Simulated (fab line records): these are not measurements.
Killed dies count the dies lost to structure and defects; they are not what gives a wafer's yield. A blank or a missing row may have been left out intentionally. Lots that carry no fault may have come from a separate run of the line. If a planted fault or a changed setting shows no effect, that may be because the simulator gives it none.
A struck lot beside a sound one :: flow n5 finfet :: 23 steps out of a route of 1938
Sound: these wafers, L795.3, L795.5, L795.6. The struck wafers were L794.2, L794.4, L794.5. The cause is named last.
Order at every step that has rows: each side's tool, ch and its chambers, its first start. Under that, the readings that differ: sound wafers :: struck wafers :: difference of the means :: sigmas: that difference in standard deviations of wafers without a fault.
alike: words and numbers the same on both sides, and readings whose means are apart by under 2 such deviations; not compared: readings that were withheld, readings missing a value for some wafer, numbers with overlapping values and no deviation given by the record, and bounds like >300 which may hide the same value.
A row with sigmas, a row that says differs or no value, or rows on one side alone: a step with any of these is where the two part. Numbers that don't overlap but have no deviation are shown without sigmas and don't part them. A reading missing from all wafers of one side parts the sides only when that side holds two or more wafers.

first, 10 steps without rows for these wafers: N5_BEOL_M0_SAQP_DESCUM_19 (chemistry O2, time 7.9 s); N5_BEOL_M0_SAQP_ETCH_83 (etches SiARC in CF4, target depth 39 nm, time 65 s); N5_BEOL_M0_SAQP_ETCH_84 (etches SOC in N2/H2, target depth 100 nm, overetch 20 nm, time 150 s); N5_BEOL_M0_SAQP_STRIP_80 (strips in N2/H2); N5_BEOL_M0_SAQP_HM_OPEN_112 (chemistry CHF3/O2, target SiO2, stops on a-Si, target depth 12 nm, time 13.5 s); N5_BEOL_M0_SAQP_STRIP_113 (strips in CHF3/O2); N5_BEOL_M0_SAQP_MANDREL_ETCH_20 (etches a-Si in HBr/Cl2, stops on SiNx, target depth 60 nm, bt time 10 s, time 30 s); N5_BEOL_M0_SAQP_STRIP_86 (strips in N2/H2); N5_BEOL_M0_SAQP_STRIP_115 (strips in post etch residue remover, time 60 s); N5_BEOL_M0_SAQP_SRD_93 (time 30 s).
N5_BEOL_M0_SAQP_RECESS_114: chemistry HF/NH3, target SiO2, target depth 14.4 nm, afs cycles 3, sublimation time 60 s.
  sound on vapor etch-02 ch 0,1, day 9 06:20; struck on vapor etch-02 ch 0,1, day 8 18:50
  no value came back on the struck wafers for afs cycles, drypump motor current A (A); on the sound wafers afs cycles reads 3 3 3
reading: model.SiO2_of_BEOL_M0_SAQP_HM_DEP_111.thk nm (nm)
sound: 0 0 0
struck: 12 12.2 11.8
difference: +12
sigmas: 

reading: model.SiNx_of_BEOL_M0_SAQP_PECVD_97.thk nm (nm)
sound: 14.8 15.4 15.8
struck: 17 17.8 17.6
difference: +2
sigmas: 
then, 8 steps without rows for these wafers: N5_BEOL_M0_SAQP_SPACER1_ALD_98 (deposits SiO2, target thk 12.8 nm, pulse time 1 s, purge time 2 s); N5_BEOL_M0_SAQP_SPACER1_ETCHBACK_99 (etches SiO2 in CHF3/O2, target depth 15.4 nm, time 7.7 s); N5_BEOL_M0_SAQP_MANDREL1_REMOVE_100 (chemistry HBr/Cl2/O2, target a-Si, stops on SiNx, bt time 10 s); N5_BEOL_M0_SAQP_ETCH_101 (etches SiNx in CH3F/O2, target depth 29.9 nm, time 42.7 s); N5_BEOL_M0_SAQP_ETCH_102 (etches SiO2 in CF4, target depth 4 nm, time 4.4 s); N5_BEOL_M0_SAQP_MANDREL_ETCH_103 (etches a-Si in HBr/Cl2, stops on SiCN, target depth 45 nm, bt time 10 s, time 27 s); N5_BEOL_M0_SAQP_RECESS_104 (chemistry HF/NH3, target SiO2, target depth 18 nm, afs cycles 3, sublimation time 60 s); N5_BEOL_M0_SAQP_COAT_105 (time 60 s, resist thk 100 nm).
N5_BEOL_M0_SAQP_ETCH_106: etches SOC in N2/H2, stops on SiNx, target depth 150 nm.
  sound on rie diel-06 ch 0,1,3, day 9 08:05; struck on rie diel-05 ch 0,1,3, day 8 21:58
reading: model.SiNx_of_BEOL_M0_SAQP_PECVD_97.thk nm (nm)
sound: 14.4 15 15.4
struck: 16.6 17.4 17.2
difference: +2.1
sigmas: 
  alike: drypump motor current A, oes product au, rf vpp V, showerhead plenum p Torr, throttle valve pct
  not compared: rf hours counter h
then, 1 step without rows for these wafers: N5_BEOL_M0_SAQP_ETCH_107 (etches SiNx in CH3F/O2, target depth 30 nm).
N5_BEOL_M4_RC_MEAS_101:
  the record has rows for the sound wafers here (prober-02 ch 0, day 11 22:11) and none for the struck ones
-- the record jumps here: 7 days lie between the struck wafers' starts before and after (it left off in module BEOL_M4 and takes up again in module PASSIVATION, whose first step shown is number 1936 of the route) --
N5_PASSIVATION_PROBE_49:
  sound on prober-01, day 16 15:49; struck on prober-02, day 15 23:51
reading: defect limited yield (%)
sound: 91.4 90.1
struck: 0 0 0
difference: -91
sigmas: -60

reading: killed_at_M0_to_M3
sound: 37 37
struck: 1097 1120 1103
difference: +1070
sigmas: +99 or more

reading: killed dies
sound: 101 117
struck: 1180 1180 1180
difference: +1071
sigmas: +63

reading: killed on rim
sound: 15 17
struck: 152 152 152
difference: +136
sigmas: +31

reading: sort_bin_5_function (%)
sound: 4.2 6.4
struck: 96.9 97.4 96.4
difference: +91.6
sigmas: +95

reading: sort n pass
sound: 1079 1063
struck: 0 0 0
difference: -1071
sigmas: -60

reading: sort yield pct (%)
sound: 91.4 90.1
struck: 0 0 0
difference: -91
sigmas: -60
  alike: killed_at_M4_up, killed at contacts, killed at front end, killed at other, killed open, killed short, sort_bin_6_memory

## WHERE THEY PART
First at N5_BEOL_M0_SAQP_RECESS_114; last, within this record, at N5_PASSIVATION_PROBE_49.

WHY: what had been put in by the simulator
Whole step skipped at N5_BEOL_M0_SAQP_RECESS_114 on vapor etch-02, starting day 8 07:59. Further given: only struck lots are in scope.
